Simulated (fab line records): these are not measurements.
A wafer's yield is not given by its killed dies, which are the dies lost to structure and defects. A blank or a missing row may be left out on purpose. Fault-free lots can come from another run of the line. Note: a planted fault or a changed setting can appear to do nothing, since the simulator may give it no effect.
The tool behind it: which one?	flow nandHarc	Sampling: 6 lots, 18 wafers, 5 of 1302 route steps

## WHAT EACH GAUGE READ, for each wafer
NHARC_END_SORT_01.
lot	measured	on	killedOpen
L107	day 25 06:49	prober-02	5 4 2
L110	day 27 08:02	prober-01	8 1 2
L112	day 28 01:11	prober-01	3 6 3

## EACH LOT AND THE TOOL THAT RAN IT (in order: tool; ch and the chambers of the sampled wafers; start)
lot	NHARC_A_STAIRCASE_DEP_259	NHARC_A_STAIRCASE_DESCUM_270	NHARC_A_STAIRCASE_HM_OPEN_457	NHARC_A_STAIRCASE_STRIP_274
L107	pecvd-02 ch 0,1,2, day 17 02:02	rieDiel-02 ch 0,1,2, day 17 02:55	rieDiel-02 ch 0,1,2, day 17 05:06 or earlier	rieDiel-02 ch 2,3, day 17 05:06
L110	pecvd-04 ch 1,2, day 19 02:25	rieDiel-02 ch 0,1, day 19 03:21	rieDiel-02 ch 0,2,3, day 19 05:37 or earlier	rieDiel-02 ch 1,2,3, day 19 05:37
L112	pecvd-02 ch 1,2, day 19 14:47	rieDiel-04 ch 1,3, day 19 15:38	rieDiel-04 ch 1,2,3, day 19 17:53 or earlier	rieDiel-04 ch 0,2,3, day 19 17:53
L120	pecvd-02 ch 1,2, day 23 00:42	rieDiel-04 ch 1,2, day 23 01:33	rieDiel-04 ch 0,1,3, day 23 04:03 or earlier	rieDiel-02 ch 1,2, day 23 04:03
L123	pecvd-02 ch 1,2, day 24 04:26	rieDiel-04 ch 0,1,3, day 24 05:23	rieDiel-04 ch 0,1,3, day 24 07:38 or earlier	rieDiel-04 ch 0,1,2, day 24 07:38
L127	pecvd-02 ch 1,2, day 26 05:26	rieDiel-11 ch 0,3, day 26 06:23	rieDiel-11 ch 0,2,3, day 26 09:06 or earlier	rieDiel-11 ch 0,3, day 26 09:06
- NHARC_A_STAIRCASE_DEP_259: deposits SiON, target thk 30 nm.
- NHARC_A_STAIRCASE_DESCUM_270: chemistry O2, time 3 s.
- NHARC_A_STAIRCASE_HM_OPEN_457: chemistry O2/COS.
- NHARC_A_STAIRCASE_STRIP_274: strips in O2.

## THE ANSWER, worked out from the rows above alone
Rule: what is usual is taken from the lots themselves. The widest of any qualifying gaps counts: lots, ordered by their means at a reading, are off when they make up no more than a third of the lots, leave a main group of 4 or more, and stand apart from it by 3 or more times the standard deviation of that group's means. A main group whose means are all the same, to the digits that the tables above print for the reading, isn't used. Also off: a lot with no number at a reading for which 4 or more lots have one. Any other lot the step has rows for is counted as sound.
Nothing can be told from this: no lot is off at any reading shown.

## WHAT THE SIMULATOR HAD INSERTED
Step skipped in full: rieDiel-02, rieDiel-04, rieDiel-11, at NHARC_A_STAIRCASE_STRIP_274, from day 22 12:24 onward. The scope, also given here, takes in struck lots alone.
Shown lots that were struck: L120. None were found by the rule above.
